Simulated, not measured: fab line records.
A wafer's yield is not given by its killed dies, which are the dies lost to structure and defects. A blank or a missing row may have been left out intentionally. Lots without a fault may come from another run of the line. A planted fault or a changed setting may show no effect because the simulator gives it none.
Chamber matching / flow n5Finfet / rieSi-02 running N5_DUMMY_GATE_ETCH_44: 4 sister chambers
The step etches poly-Si in HBr/O2, stops on SiO2, target depth 127.5 nm. 4 wafers are shown with their chamber, then 7 later ones without.

== WAFERS WITH THEIR CHAMBER ==
wafer=L074.3; chamber=3; throttleValvePct (%)=18.33
wafer=L086.1; chamber=1; throttleValvePct (%)=18.24
wafer=L091.1; chamber=2; throttleValvePct (%)=18.60
wafer=L091.4; chamber=0; throttleValvePct (%)=18.50

== WAFERS MISSING THEIR CHAMBER ==
wafer=L091.6; throttleValvePct (%)=18.24
wafer=L096.1; throttleValvePct (%)=18.51
wafer=L096.2; throttleValvePct (%)=18.26
wafer=L096.5; throttleValvePct (%)=18.25
wafer=L097.1; throttleValvePct (%)=18.25
wafer=L097.4; throttleValvePct (%)=18.33
wafer=L097.6; throttleValvePct (%)=18.62

== WHICH CHAMBER EACH ONE RAN IN ==
wafer=L091.6; from the rows above=1; in truth=1
wafer=L096.1; from the rows above=0; in truth=0
wafer=L096.2; from the rows above=1; in truth=1
wafer=L096.5; from the rows above=1; in truth=1
wafer=L097.1; from the rows above=1; in truth=1
wafer=L097.4; from the rows above=3; in truth=3
wafer=L097.6; from the rows above=2; in truth=2
Placed correctly: 7 of 7. Not placeable from these rows: 0. Number placed wrongly: 0.
How it was worked out, from the rows above alone: a wafer's distance from a chamber is the root of the sum, over the readings, of the square of ((its reading less the chamber's mean) divided by the reading's scatter). If the next closest chamber is less than 2 further off than the closest, the wafer can't be placed; otherwise it belongs to the closest. Each chamber's mean is taken over the wafers shown for it. The scatter: with one shown wafer a chamber, the root of the mean of the squares of how far each hidden wafer lies from its nearest shown one.
